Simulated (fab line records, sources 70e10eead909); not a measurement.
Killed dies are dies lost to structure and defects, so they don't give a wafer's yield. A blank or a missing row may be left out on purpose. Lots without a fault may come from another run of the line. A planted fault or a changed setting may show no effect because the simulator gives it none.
Chamber matching | flow nand_harc | NHARC_A_SGD_CUT_DEP_00 on pecvd-02: 3 sister chambers
The step deposits SiNx, target thk 50 nm. 3 wafers are shown with their chamber, then 7 later ones without.

WAFERS WITH THEIR CHAMBER
wafer  | chamber | heater_power_w (W)
L082.1 | 1       | 564
L082.5 | 0       | 646
L083.4 | 2       | 610

WAFERS WITHOUT THEIR CHAMBER
wafer  | heater_power_w (W)
L083.5 | 580
L087.1 | 516
L087.4 | 502
L087.5 | 574
L094.2 | 629
L094.3 | 672
L094.5 | 614

WHICH CHAMBER EACH WENT THROUGH
wafer  | from the rows above          | in truth
L083.5 | can't be placed: 1 or 2 or 0 | 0
L087.1 | can't be placed: 1 or 2      | 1
L087.4 | can't be placed: 1 or 2      | 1
L087.5 | can't be placed: 1 or 2 or 0 | 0
L094.2 | can't be placed: 0 or 2 or 1 | 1
L094.3 | can't be placed: 0 or 2      | 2
L094.5 | can't be placed: 2 or 0 or 1 | 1
Placed correctly: 0 of 7. Can't be placed from these rows: 7 (the true chamber is among the candidates in 7). Placed wrongly: 0.
How it was worked out, from the rows above alone: a wafer's distance from a chamber is the root of the sum, over the readings, of the square of ((its reading less the chamber's mean) divided by the reading's scatter). The wafer belongs to the nearest chamber; if the next one is less than 2 further off, it can't be placed. A chamber's mean is the mean of its shown wafers. The scatter: with one shown wafer a chamber, the root of the mean of the squares of how far each hidden wafer lies from its nearest shown one.
